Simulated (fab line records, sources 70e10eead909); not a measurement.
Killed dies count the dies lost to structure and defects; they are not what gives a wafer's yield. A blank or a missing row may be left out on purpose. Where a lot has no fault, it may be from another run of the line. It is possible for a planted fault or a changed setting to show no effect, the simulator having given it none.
Matching of chambers | flow nandHarc | NHARC_A_BLC_STRIP_21 on rieDiel-01 has 4 sister chambers
The step strips in O2. 16 wafers are shown with their chamber, then 8 later ones without.

EACH WAFER AND ITS CHAMBER
wafer  | chamber | showerheadPlenumPTorr (Torr) | drypumpMotorCurrentA (A) | oesProductAu (a.u.)
L075.1 | 3       | 3.37                         | 6.8                      | 0.972
L075.3 | 2       | 3.65                         | 4.9                      | 0.999
L075.6 | 0       | 3.31                         | 5.1                      | 0.999
L077.1 | 1       | 3.45                         | 5.6                      | 0.983
L077.4 | 0       | 3.31                         | 5.1                      | 1.013
L077.6 | 2       | 3.65                         | 4.9                      | 1.014
L081.2 | 0       | 3.31                         | 5.1                      | 0.990
L081.3 | 3       | 3.37                         | 6.8                      | 0.974
L081.6 | 1       | 3.45                         | 5.5                      | 0.977
L083.1 | 1       | 3.45                         | 5.5                      | 0.984
L083.2 | 2       | 3.64                         | 4.9                      | 1.005
L083.6 | 0       | 3.31                         | 5.1                      | 0.987
L086.1 | 1       | 3.45                         | 5.6                      | 0.988
L086.2 | 3       | 3.37                         | 6.8                      | 0.986
L086.5 | 1       | 3.45                         | 5.6                      | 0.990
L087.1 | 0       | 3.31                         | 5.1                      | 1.014

SIGNATURES (means of the wafers above)
reading               | chamber 0 | chamber 1 | chamber 2 | chamber 3 | scatter within a chamber
showerheadPlenumPTorr | 3.3100    | 3.4500    | 3.6467    | 3.3700    | 0.00236
drypumpMotorCurrentA  | 5.100     | 5.560     | 4.900     | 6.800     | 0.0316
oesProductAu          | 1.00060   | 0.98440   | 1.00600   | 0.97733   | 0.00896
Rule: for each reading, subtract the chamber's mean from the wafer's reading, divide by that reading's scatter and square the result; add these up over the readings and take the root, which gives the wafer's distance from the chamber. The wafer belongs to the nearest chamber; if the next one is less than 2 further off, it can't be placed. The scatter: the root of (the sum of the squares of (reading less its chamber's mean) over the shown wafers, divided by (wafers less chambers)).

WAFERS MISSING THEIR CHAMBER
wafer  | showerheadPlenumPTorr (Torr) | drypumpMotorCurrentA (A) | oesProductAu (a.u.)
L087.4 | 3.45                         | 5.5                      | 0.988
L087.6 | 3.37                         | 6.7                      | 0.986
L089.1 | 3.64                         | 4.9                      | 1.006
L089.4 | 3.30                         | 5.1                      | 0.989
L089.6 | 3.30                         | 5.1                      | 1.003
L095.1 | 3.30                         | 5.1                      | 1.018
L095.3 | 3.45                         | 5.6                      | 1.008
L095.6 | 3.45                         | 5.6                      | 0.999

THE CHAMBER EACH PASSED THROUGH
wafer  | from the rows above | in truth
L087.4 | 1                   | 1
L087.6 | 3                   | 3
L089.1 | 2                   | 2
L089.4 | 0                   | 0
L089.6 | 0                   | 0
L095.1 | 0                   | 0
L095.3 | 1                   | 1
L095.6 | 1                   | 1
8 of 8 placed correctly. Left unplaced by these rows: 0. Number placed wrongly: 0.
